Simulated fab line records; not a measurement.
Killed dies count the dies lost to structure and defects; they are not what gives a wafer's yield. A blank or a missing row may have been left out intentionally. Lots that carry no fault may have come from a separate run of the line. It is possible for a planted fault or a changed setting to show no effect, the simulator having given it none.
Which of the tools did it? -- flow n5Finfet -- 24 lots, 72 wafers sampled, at 1 step of a route of 1938

WHAT THE GAUGES READ, wafer by wafer
N5_BEOL_M2_OVL_MEAS_12.
lot,measured,on,M2_OVL (nm)
L074,day 6 17:40,overlay-02,0.0 0.4 0.1
L076,day 7 06:02,overlay-01,-0.5 0.3 0.0
L075,day 7 06:05,overlay-02,-0.7 -0.2 0.3
L078,day 7 14:25,overlay-01,-0.7 -0.8 -0.7
L077,day 7 22:12,overlay-02,-0.9 -0.9 -0.2
L079,day 8 05:35,overlay-02,-0.5 0.5 -0.2
L080,day 8 12:22,overlay-01,-1.2 -1.1 -0.9
L083,day 8 19:50,overlay-02,-0.5 0.1 -0.3
L081,day 8 20:25,overlay-01,0.3 0.3 -0.6
L082,day 9 16:41,overlay-02,-0.4 -0.7 -0.1
L084,day 9 17:22,overlay-01,-0.5 -0.4 -0.7
L085,day 9 19:26,overlay-01,0.5 0.3 -0.2
L087,day 9 23:02,overlay-02,-0.3 0.8 1.0
L086,day 9 23:14,overlay-01,-0.5 -0.9 -0.3
L090,day 10 14:56,overlay-01,0.1 0.3 1.0
L088,day 10 16:25,overlay-01,0.0 -0.9 -1.1
L089,day 10 21:49,overlay-01,-0.2 -0.3 -0.2
L091,day 10 23:32,overlay-01,-0.9 -0.5 0.1
L092,day 11 16:59,overlay-02,1.1 0.4 0.6
L093,day 11 17:11,overlay-02,-0.2 0.1 -0.2
L095,day 12 01:08,overlay-02,0.3 -0.7 -0.1
L096,day 12 02:25,overlay-02,-1.0 0.3 0.0
L094,day 12 06:35,overlay-02,0.5 0.2 -0.1
L097,day 12 09:22,overlay-02,0.7 -0.6 0.1

WHAT TOOL EACH LOT RAN ON (gives the tool, then ch and the chambers of the sampled wafers, and finally the start)
Before these readings, the record contains no process step.

WHAT THE TOOLS THEMSELVES READ (means of the sampled wafers that have a number; where no wafer has one, the mark that the record gives instead)
The record holds no such reading with a usual standard deviation.

THE ANSWER, worked out from the rows above alone
Rule: the lots themselves supply what counts as usual. The widest of any qualifying gaps counts: lots, ordered by their means at a reading, are off when they make up no more than a third of the lots, leave a main group of 4 or more, and stand apart from it by 3 or more times the standard deviation of that group's means. The tables above print the reading to a certain number of digits; a main group whose means all agree to those digits is not used. A lot without any number at a reading at which 4 lots or more have one is off too. All remaining lots with rows at the step are treated as sound. First the gauges in route order, then the tools' own readings, where a lot's mean is used as printed above. At the first step where some lot is off, the reading lying furthest off is the one used; lots without a number count as furthest.
Nothing can be told from this: no lot is off at any reading shown.

WHAT THE SIMULATOR HAD PUT IN
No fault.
